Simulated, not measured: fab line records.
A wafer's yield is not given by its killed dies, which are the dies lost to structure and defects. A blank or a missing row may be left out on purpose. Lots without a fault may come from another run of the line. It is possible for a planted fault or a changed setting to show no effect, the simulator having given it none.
fab line records    flow n5_finfet
record lots=3  wafers=8  last_day=17
route steps=1938 shown BEOL_M9@1437 BEOL_M10@1470 BEOL_M15@1830
lots that met no fault: taken from a fault-free run of the same line
start_h: start of the lot's first displayed wafer, in hours after the record's first day    wait_h: hours from the lot's prior step to this one    " the same as in the row above    L1.1+2: a single row standing in for several wafers    - either no value or no given start    * or withheld: withheld    < > ~ a bound
route shown NAME@n: a module of which the file shows steps, and the number in the route of the first    usual: mean and standard deviation over wafers with no fault    same: alike in all rows    chamber/n: place in a boat    sites: per-site readings    _std_site: the standard deviation of these    _edge_site: outer sites' mean less inner sites'    radius_mm: how far each site lies from the wafer's centre    mask NAME#n: copy n    behind: the last tool/chamber to shape the wafer    hold: what put the lot on hold/how long, in hours/how the hold closed    device: transistor that didn't switch, given as n, p or np    end of line: tests of these same wafers at the route's end    where a step has no rows: the recipe by itself    killed: dies lost to structure and defects at the first sort, not the wafer's yield    map: dies across one wafer; x = killed, . = not, _ = none there
set.NAME: the setting that was run; set.NAME@STEP: the one run at that earlier step    model.NAME: the simulator's own value behind a step, which no gauge read
a table for each step, a row for each wafer; lots at some steps of the route
services: the hour from which a tool's chamber was out of use, counted from the record's first day as start_h (under 0 if before that day), plus the number of hours and why
## steps
# step N5_BEOL_M9_DESCUM_33
# recipe chemistry=O2  time_s=7  source_power_w=50  bias_power_w=20  pressure_mtorr=20  rf_frequency_hz=2.712e+07  temp_c=40  resist=CAR-EUV  o2_flow_sccm=225
# step N5_BEOL_M9_ETCH_76
# recipe chemistry=N2/H2  target=underlayer  target_depth_a=65  mask_material=CAR-EUV  time_s=5.2  ion_energy_ev=200  pressure_mtorr=30  source_w=840  bias_w=150  n2_flow_sccm=200  h2_flow_sccm=200  ends=cleared
# step N5_BEOL_M9_ETCH_65
# recipe chemistry=CF4  target=SiARC  target_depth_a=156  mask_material=CAR-EUV  time_s=26  ion_energy_ev=80  pressure_mtorr=40  source_w=545  bias_w=36  Ar_flow_sccm=100  cf4_flow_sccm=100  ends=cleared
# step N5_BEOL_M9_ETCH_66
# recipe chemistry=N2/H2  target=SOC  target_depth_a=800  overetch_a=160  mask_material=SiARC  temp_c=40  time_s=120  ion_energy_ev=200  pressure_mtorr=30  source_w=840  bias_w=150  n2_flow_sccm=200  h2_flow_sccm=200
# step N5_BEOL_M9_STRIP_69
# recipe chemistry=N2/H2  temp_c=40  n2_flow_sccm=200  h2_flow_sccm=200  rf_frequency_hz=6e+07
# step N5_BEOL_M9_STRIP_77
# recipe chemistry=N2/H2  temp_c=40  n2_flow_sccm=200  h2_flow_sccm=200  rf_frequency_hz=6e+07
# step N5_BEOL_M9_VIA_ETCH_34
# recipe chemistry=C4F6/O2  target=SiCOH_lowk  target_depth_a=1824  mask_material=SOC  taper_deg=4  time_s=68.4  ion_energy_ev=250  pressure_mtorr=30  source_w=345  bias_w=185  Ar_flow_sccm=300  C4F6_flow_sccm=10  O2_flow_sccm=10
# step N5_BEOL_M9_STRIP_73
# recipe chemistry=C4F6/O2  resist=SiARC  rf_frequency_hz=6e+07
# step N5_BEOL_M9_STRIP_36
# recipe chemistry=N2/H2  power_w=450  temp_c=40  pressure_mtorr=20  rf_frequency_hz=6e+07  overash_fraction=0.3  bias_power_w=7  h2_frac=0.5  n2_flow_sccm=200  h2_flow_sccm=200
# step N5_BEOL_M9_TRENCH_ETCH_37
# recipe chemistry=C4F6/O2  target_depth_a=1514.3  target=SiCOH_lowk  time_s=49  ion_energy_ev=250  pressure_mtorr=30  source_w=345  bias_w=185  Ar_flow_sccm=300  C4F6_flow_sccm=10  O2_flow_sccm=10
# usual chamber_pressure_mTorr=30.004/0.03  drypump_motor_current_A=5.80/0.25  oes_ar_750_au=0.78/0.076  oes_f_703_au=0.78/0.08  oes_product_au=0.78/0.079  rf_vpp_V=667/10  showerhead_plenum_p_Torr=2.86/0.082  throttle_valve_pct=20.87/0.28
lot.wafer  tool         chamber  start_h  wait_h  chamber_pressure_mTorr  drypump_motor_current_A  oes_ar_750_au  oes_f_703_au  oes_product_au  rf_hours_counter_h  rf_vpp_V  showerhead_plenum_p_Torr  throttle_valve_pct  model.etch.depth_nm  model.BEOL_M9.feature_depth_nm  model.TiN_of_BEOL_M9_HM_DEP_02.thk_nm
L395.1     rie_diel-05  3        236.81   -       30.007                  5.62                     0.88           0.90          0.88            40                  669       2.89                      20.87               154.4                154.4                           15.6
L395.2     "            0        "        "       29.981                  5.62                     0.88           0.88          0.90            19                  685       2.91                      20.45               151.2                151.2                           15.6
L395.4     "            1        "        "       30.023                  5.91                     0.68           0.67          0.68            226                 670       2.94                      21.33               150.3                150.4                           15.8
L401.2     rie_diel-05  1        286.58   -       30.005                  5.91                     0.67           0.67          0.68            240                 668       2.93                      21.35               150.2                150.2                           15.4
L401.3     "            0        "        "       30.013                  5.65                     0.86           0.84          1.13            34                  682       2.90                      20.55               220.5                220.4                           13.6
L408.1     rie_diel-03  0        330.60   -       30.006                  5.62                     0.83           0.83          0.84            89                  674       2.88                      20.82               153.4                153.4                           15.4
L408.3     "            3        "        "       29.983                  5.47                     0.76           0.75          0.75            166                 670       2.73                      21.10               150.3                150.4                           15.8
L408.6     "            0        "        "       29.991                  5.58                     0.82           0.84          0.83            -                   674       2.88                      20.81               152.7                152.8                           15.8
# step N5_BEOL_M9_ETCH_41
# recipe chemistry=CH3F/O2  target=SiCN  target_depth_a=366  taper_deg=2  time_s=70.1  ion_energy_ev=120  mask_material=TiN  pressure_mtorr=30  source_w=395  bias_w=75  Ar_flow_sccm=150  CH3F_flow_sccm=30  O2_flow_sccm=20
# step N5_BEOL_M9_STRIP_80
# recipe chemistry=N2/H2  time_s=10  power_w=450  temp_c=40  pressure_mtorr=20  rf_frequency_hz=6e+07  bias_power_w=7  n2_flow_sccm=200  h2_flow_sccm=200
# step N5_BEOL_M9_OCD_MEAS_38
# usual trench_depth_nm=151.1/2.9
lot.wafer  tool    chamber  start_h  wait_h  trench_depth_nm
L395.1     ocd-01  -        236.98   -       154.6
L395.2     "       -        "        "       150.8
L395.4     "       -        "        "       150.5
L401.2     ocd-02  -        286.75   -       149.9
L401.3     "       -        "        "       220.0
L408.1     ocd-01  -        330.77   -       153.3
L408.3     "       -        "        "       150.1
L408.6     "       -        "        "       153.5
# step N5_BEOL_M9_HM_STRIP_39
# recipe chemistry=peroxide_tin_strip  material=TiN  target_depth_a=250  temp_c=50  time_s=158
# step N5_BEOL_M9_SRD_40
# recipe time_s=30  temp_c=23  rinse_liquid=diw  dry=ipa_marangoni
# step N5_BEOL_M9_PRECLEAN_42
# recipe chemistry=residue_remover  time_s=60  temp_c=40
# step N5_BEOL_M9_SRD_43
# recipe time_s=30  temp_c=23  rinse_liquid=diw  dry=ipa_marangoni
# step N5_BEOL_M9_CURE_72
# recipe temp_c=370  time_s=120  ambient=DMADMS/He  material=SiCOH_lowk
# step N5_BEOL_M9_DEGAS_44
# recipe ambient=vacuum  temp_c=250  time_s=60
# step N5_BEOL_M9_PRE_CLEAN_45
# recipe gas=H2/He  time_s=30  temp_c=250
# step N5_BEOL_M9_ALD_74
# recipe material=TaN  target_thk_a=20  temp_c=275  ald_precursor_family=PDMAT  ald_co_reactant=NH3  pressure_torr=3  carrier_flow_sccm=1500  pulse_time_s=2  purge_time_s=3  co_reactant_purge_time_s=2  co_reactant_pulse_time_s=3  ald_cycles=40  precursor_vessel_temp_c=75  precursor_vessel_pressure_torr=26.25  precursor_vessel_carrier_sccm=1000
# step N5_BEOL_M9_SURFACE_TREAT_79
# recipe gas=Ar  time_s=*  ion_energy_ev=*  ion_current_ma_cm2=0.5  pressure_mtorr=*  ar_flow_sccm=30
# step N5_BEOL_M9_CVD_78
# recipe material=Co  target_thk_a=20  temp_c=withheld  precursor=CCTBA/H2  pressure_torr=30  time_s=138.9
# step N5_BEOL_M9_SPUTTER_48
# recipe material=Cu  target_thk_a=120  temp_c=-20  bias_v=60  power_w=26000  chamber_pressure_pa=0.13  time_s=2
# step N5_BEOL_M9_ECD_50
# recipe material=Cu  target_thk_a=3180
# step N5_BEOL_M9_ANNEAL_51
# recipe temp_c=225  time_s=90  ambient=N2
# step N5_BEOL_M9_CMP_52
# recipe stop_on=SiCOH_lowk  t_overpolish_s=7  down_force_psi=1  platen_rpm=50  clearing_platen_down_force_psi=1.5  clearing_platen_rpm=50  post_cmp_clean=cu_alkaline  target_thk_nm=140  clearing_platen_pad_velocity_m_s=0.99484  pad_velocity_m_s=0.99484
# usual head_pressure_psi=1.0001/0.0019  motor_current_A=6.0/0.54  retaining_ring_pressure_frac=0.999/0.0052
lot.wafer  tool    chamber  start_h  wait_h  head_pressure_psi  motor_current_A  retaining_ring_pressure_frac  model.Cu_of_BEOL_M9_ECD_50.thk_nm
L395.1     cmp-04  2        239.88   0.5     1.0011             5.7              0.995                         143.6
L395.2     "       3        "        "       1.0026             5.6              0.988                         139.8
L395.4     "       1        "        "       0.9975             6.5              1.003                         138.2
L401.3     cmp-04  2        291.97   0.2     0.9987             5.8              1.002                         209.2
L401.2     "       0        "        "       1.0000             6.1              1.007                         139.6
L408.3     cmp-01  3        332.65   0.2     0.9996             6.1              0.992                         138.4
L408.1     "       1        "        "       0.9991             6.7              1.000                         142.8
L408.6     "       2        "        "       0.9996             5.7              1.001                         143
# step N5_BEOL_M9_THK_MEAS_53
# recipe thk_meas_gauge=xrf  reads=Cu_of_BEOL_M9_ECD_50
# usual M9_THK=139/3.1
lot.wafer  tool           chamber  start_h  wait_h  M9_THK[nm]
L395.1     film_metro-01  -        240.17   -       140
L395.2     "              -        "        "       136
L395.4     "              -        "        "       135
L401.2     film_metro-02  -        292.27   -       141
L401.3     "              -        "        "       210
L408.1     film_metro-02  -        332.91   -       143
L408.3     "              -        "        "       139
L408.6     "              -        "        "       143
# step N5_BEOL_M9_PRE_CLEAN_55
# recipe gas=NH3  time_s=15  temp_c=withheld  rf_power_w=300
# step N5_BEOL_M9_DEP_56
# recipe material=SiCN  target_thk_a=150  temp_c=withheld  precursor=3MS/NH3  pressure_torr=3  rf_w=202  time_s=26.5
# step N5_BEOL_M9_RS_MEAS_57
# recipe thk_meas_gauge=four-point-probe  reads=Cu_of_BEOL_M9_ECD_50+Co_of_BEOL_M9_CVD_78+TaN_of_BEOL_M9_ALD_74
# usual M9_RS=0.151/0.0037
lot.wafer  tool           chamber  start_h  wait_h  M9_RS[ohm/sq]
L395.1     film_metro-02  -        240.32   0.1     0.147
L395.2     "              -        "        "       0.151
L395.4     "              -        "        "       0.153
L401.2     film_metro-02  -        292.40   0.1     0.151
L401.3     "              -        "        "       0.098
L408.1     film_metro-02  -        333.05   0.1     0.148
L408.3     "              -        "        "       0.153
L408.6     "              -        "        "       0.147
# step N5_BEOL_M10_ILD_DEP_00
# recipe material=SiCOH_lowk  target_thk_a=3085.1  temp_c=300  precursor=DEMS/porogen  pressure_torr=5  rf_w=500  time_s=58
# step N5_BEOL_M10_CURE_71
# recipe temp_c=385  time_s=240  ambient=He/Ar  material=SiCOH_lowk
# step N5_BEOL_M10_PECVD_70
# recipe material=SiO2  target_thk_a=200  temp_c=400  precursor=TEOS/O2  pressure_torr=5.5  rf_w=450  teos_flow_sccm=53.8  gas=O2  flow_sccm=3000  time_s=22.7
# step N5_BEOL_M10_HM_DEP_02
# recipe material=TiN  target_thk_a=200  temp_c=25  chamber_pressure_pa=0.49996
# step N5_BEOL_M10_COAT_59
# recipe resist=SOC  temp_c=250  time_s=60  spin_rpm=1500  resist_thk_nm=100
# step N5_BEOL_M15_RC_MEAS_101
# usual COMB_M10=1.5e-11/3.1e-12  COMB_M11=1.5e-11/3.1e-12  COMB_M12=7.1e-12/1.6e-12  COMB_M13=5.4e-12/1.2e-12  COMB_M14=4.1e-12/1.1e-12  COMB_M15=3.1e-12/9.7e-13  COMB_M15_max_site=4.2e-12/1.1e-12  COMB_M5=3.7e-11/7.7e-12  COMB_M6=2.6e-11/4.7e-12  COMB_M7=2.5e-11/5.3e-12  COMB_M8=2.5e-11/5e-12  SERP_M10=3.09/0.074  SERP_M10_max_site=3.18/0.082  SERP_M11=3.08/0.1  SERP_M12=0.641/0.02  SERP_M13=0.308/0.0057  SERP_M14=0.162/0.0036  SERP_M5=38.7/1.6  SERP_M6=13.8/0.53  SERP_M7=13.9/0.6  SERP_M8=14.0/0.57  SERP_M9=3.08/0.083  SERP_M9_max_site=3.17/0.089
lot.wafer  tool       chamber  start_h  wait_h  COMB_M10[S/m]  COMB_M11[S/m]  COMB_M12[S/m]  COMB_M13[S/m]  COMB_M14[S/m]  COMB_M15[S/m]  COMB_M15_max_site[S/m]  COMB_M5[S/m]  COMB_M6[S/m]  COMB_M7[S/m]  COMB_M8[S/m]  SERP_M10[ohm/um]  SERP_M10_max_site[ohm/um]  SERP_M11[ohm/um]  SERP_M12[ohm/um]  SERP_M13[ohm/um]  SERP_M14[ohm/um]  SERP_M5[ohm/um]  SERP_M6[ohm/um]  SERP_M7[ohm/um]  SERP_M8[ohm/um]  SERP_M9[ohm/um]  SERP_M9_max_site[ohm/um]
L395.1     prober-02  0        284.34   0.0     1.1e-11        1.4e-11        5.3e-12        5.1e-12        3.7e-12        1.6e-12        2.4e-12                 4.2e-11       2e-11         1.9e-11       2e-11         3.08              3.12                       3.29              0.649             0.307             0.155             38.9             12.7             13.8             14.0             3.03             3.08
L395.2     "          0        "        "       1.3e-11        1.5e-11        5.2e-12        4.2e-12        5.1e-12        1.8e-12        2.7e-12                 4.9e-11       2.1e-11       3e-11         3.8e-11       2.92              3.09                       3.07              0.669             0.308             0.167             40.0             13.5             14.6             14.5             3.11             3.16
L395.4     "          0        "        "       1.4e-11        1.5e-11        5.6e-12        6.2e-12        4.4e-12        2e-12          3.8e-12                 6e-11         2.4e-11       1.4e-11       2.2e-11       3.03              3.24                       3.03              0.683             0.309             0.161             38.5             13.7             15.1             13.6             3.13             3.24
L401.2     prober-01  0        332.91   0.2     1.3e-11        1.6e-11        7.1e-12        5.6e-12        5.3e-12        3.7e-12        4.6e-12                 3.8e-11       3.7e-11       2.6e-11       1.9e-11       3.18              3.39                       3.07              0.654             0.300             0.163             37.1             13.4             14.5             13.8             3.08             3.17
L401.3     "          0        "        "       1.4e-11        1.8e-11        7.7e-12        4.8e-12        4.1e-12        3.2e-12        3.5e-12                 4.1e-11       3.2e-11       1.9e-11       2.8e-11       3.01              3.08                       2.99              0.652             0.317             0.161             38.2             14.1             13.5             13.5             2.05             2.09
L408.1     prober-02  0        387.56   0.0     1.3e-11        1.3e-11        4.1e-12        5.8e-12        3.4e-12        2.3e-12        3e-12                   2.6e-11       1.5e-11       2e-11         2.1e-11       3.03              3.06                       3.26              0.619             0.309             0.163             41.0             13.7             12.9             14.0             3.03             3.19
L408.3     "          0        "        "       1.4e-11        1.3e-11        7.2e-12        4e-12          3.5e-12        2.9e-12        3.6e-12                 3.3e-11       1.8e-11       1.8e-11       2.2e-11       3.03              3.12                       3.07              0.627             0.312             0.159             36.4             13.5             13.1             14.2             3.05             3.20
L408.6     "          0        "        "       1e-11          1.2e-11        6.1e-12        3.8e-12        3.1e-12        2.5e-12        3.8e-12                 3.3e-11       2.6e-11       4.1e-11       2.7e-11       2.96              3.08                       3.25              0.614             0.308             0.162             36.8             14.2             13.0             13.9             3.02             3.13
# sites SERP_M9 radius_mm=0,75,75,75,75,140,140,140,140
L395.1 3.07 3.03 3.05 3.06 3.08 2.96 2.95 2.94 2.96
L401.2 3.10 3.16 3.12 3.06 3.17 3.03 2.99 2.96 3.08
L408.1 2.90 2.99 2.97 3.03 2.98 3.17 3.13 3.19 3.16
## services
tool         chamber  start_h  hours  kind
rie_diel-05  -        215.61   0.7    repair
cmp-01       -        228.56   6.6    pm
rie_diel-05  3        239.24   9.6    repair
cmp-01       -        263.20   0.5    repair
rie_diel-03  1        264.32   8.9    repair
rie_diel-05  -        264.84   14.6   pm
cmp-01       -        295.25   2.0    repair
cmp-01       -        306.26   4.0    pm
cmp-04       -        306.53   4.0    pm
cmp-01       -        310.26   -      consumable_replace:conditioner
cmp-01       -        310.26   -      consumable_replace:pad
cmp-04       -        310.53   -      consumable_replace:conditioner
cmp-04       -        310.53   -      consumable_replace:pad
rie_diel-05  1        312.03   4.2    repair
cmp-04       -        312.89   5.5    repair
rie_diel-05  1        326.87   -      clean
rie_diel-05  1        326.87   -      consumable_replace:focus_ring
rie_diel-05  1        326.87   16.5   scheduled_down
rie_diel-05  1        326.87   16.5   vent_cycle
rie_diel-05  -        329.63   7.5    repair
## key
first_sign step=N5_BEOL_M9_TRENCH_ETCH_37  reading=oes_product_au  direction=up  sigmas=4.3  usual=0.78  struck=1.13
effect step=N5_BEOL_M9_OCD_MEAS_38  reading=trench_depth_nm  direction=up  sigmas=24  usual=151.1  struck=220.0
effect step=N5_BEOL_M9_THK_MEAS_53  reading=M9_THK  direction=up  sigmas=23  usual=139  struck=210
effect step=N5_BEOL_M9_RS_MEAS_57  reading=M9_RS  direction=down  sigmas=14  usual=0.151  struck=0.098
effect step=N5_BEOL_M15_RC_MEAS_101  reading=SERP_M9  direction=down  sigmas=12  usual=3.08  struck=2.05
model_effect step=N5_BEOL_M9_TRENCH_ETCH_37  value=etch.depth_nm  without=149.2  struck=220.5
model_effect step=N5_BEOL_M9_CMP_52  value=Cu_of_BEOL_M9_ECD_50.thk_nm  without=137.8  struck=209.2
met_at N5_BEOL_M9_TRENCH_ETCH_37
struck_wafers L401.3
onset_between 236.81 286.58
fault kind=process_parameter_drift  tool=rie_diel-05  chamber=-  onset_h=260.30  steps=N5_BEOL_M9_TRENCH_ETCH_37  channel=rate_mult  offset=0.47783  shape=step  end_h=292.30  scope=struck_wafers_only
